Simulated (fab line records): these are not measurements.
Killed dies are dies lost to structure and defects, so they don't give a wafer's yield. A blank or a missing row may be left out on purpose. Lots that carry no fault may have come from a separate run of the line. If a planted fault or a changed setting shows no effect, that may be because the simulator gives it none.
Which of the tools did it? || flow nand_harc || 6 lots (18 wafers sampled), 1 step of a 1302-step route

WHAT THE GAUGES READ, wafer by wafer
NHARC_A_CHANNEL_HOLE_D1_INSPECT_40.
{"lot": "L895", "measured": "day 9 10:15", "on": "defect_inspect-02", "raw_defect_count": "41 40 28"}
{"lot": "L899", "measured": "day 11 02:23", "on": "defect_inspect-02", "raw_defect_count": "35 53 46"}
{"lot": "L906", "measured": "day 14 14:04", "on": "defect_inspect-02", "raw_defect_count": "59 47 31"}
{"lot": "L909", "measured": "day 15 18:31", "on": "defect_inspect-01", "raw_defect_count": "42 63 71"}
{"lot": "L910", "measured": "day 15 22:24", "on": "defect_inspect-02", "raw_defect_count": "49 60 61"}
{"lot": "L916", "measured": "day 18 07:53", "on": "defect_inspect-01", "raw_defect_count": "77 71 59"}

TOOL THAT RAN EACH LOT (tool first, then ch and the chambers of the sampled wafers, then the start)
No process step before these readings appears in the record.

THE ANSWER, worked out from the rows above alone
Rule: the usual values come from the lots themselves. Put in order of their means at a reading, lots are off if they are a third of the lots or fewer, leave a main group of 4 or more, and stand apart from it by a gap of 3 or more times the standard deviation of the main group's means; of several such gaps the widest counts. A main group whose means are all the same, to the digits that the tables above print for the reading, isn't used. Also off: a lot with no number at a reading for which 4 or more lots have one. The other lots that the step has rows for count as sound.
None of the lots is off at any reading shown; this tells nothing.

WHAT HAD BEEN PUT IN BY THE SIMULATOR
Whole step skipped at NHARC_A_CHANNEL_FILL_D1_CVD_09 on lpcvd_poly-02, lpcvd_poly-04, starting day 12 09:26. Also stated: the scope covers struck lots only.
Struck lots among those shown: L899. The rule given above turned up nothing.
